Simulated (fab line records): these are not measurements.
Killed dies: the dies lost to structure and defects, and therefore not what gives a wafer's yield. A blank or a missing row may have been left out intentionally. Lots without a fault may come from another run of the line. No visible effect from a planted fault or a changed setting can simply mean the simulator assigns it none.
Chamber matching || flow n5_finfet || N5_SPACER0_ALD_00 on ald_sin-03: 4 sister chambers
The step deposits SiOCN, target thk 3.5 nm, pulse time 3 s, purge time 2 s. 4 wafers are shown with their chamber, then 7 later ones without.

## EACH WAFER AND ITS CHAMBER
{"wafer": "L081.4", "chamber": 1, "heater_power_w (W)": 884}
{"wafer": "L085.3", "chamber": 2, "heater_power_w (W)": 1069}
{"wafer": "L088.3", "chamber": 0, "heater_power_w (W)": 802}
{"wafer": "L088.5", "chamber": 3, "heater_power_w (W)": 900}

## WAFERS WHOSE CHAMBER IS MISSING
{"wafer": "L088.6", "heater_power_w (W)": 794}
{"wafer": "L089.2", "heater_power_w (W)": 844}
{"wafer": "L089.4", "heater_power_w (W)": 785}
{"wafer": "L089.5", "heater_power_w (W)": 792}
{"wafer": "L093.3", "heater_power_w (W)": 792}
{"wafer": "L093.5", "heater_power_w (W)": 778}
{"wafer": "L093.6", "heater_power_w (W)": 862}

## CHAMBER TAKEN BY EACH
{"wafer": "L088.6", "from the rows above": 0, "in truth": 0}
{"wafer": "L089.2", "from the rows above": "can't be placed: 1 or 0 or 3", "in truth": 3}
{"wafer": "L089.4", "from the rows above": 0, "in truth": 0}
{"wafer": "L089.5", "from the rows above": 0, "in truth": 0}
{"wafer": "L093.3", "from the rows above": 0, "in truth": 0}
{"wafer": "L093.5", "from the rows above": 0, "in truth": 0}
{"wafer": "L093.6", "from the rows above": "can't be placed: 1 or 3 or 0", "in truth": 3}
5 of 7 placed correctly. These rows do not allow placing 2 (true chamber among the candidates in 2). Wrongly placed: 0.
How it was worked out, from the rows above alone: a wafer's distance from a chamber is the root of the sum, over the readings, of the square of ((its reading less the chamber's mean) divided by the reading's scatter). The wafer belongs to the nearest chamber; if the next one is less than 2 further off, it can't be placed. For every chamber, the mean is computed from those of its wafers that are shown. The scatter: with one shown wafer a chamber, the root of the mean of the squares of how far each hidden wafer lies from its nearest shown one.
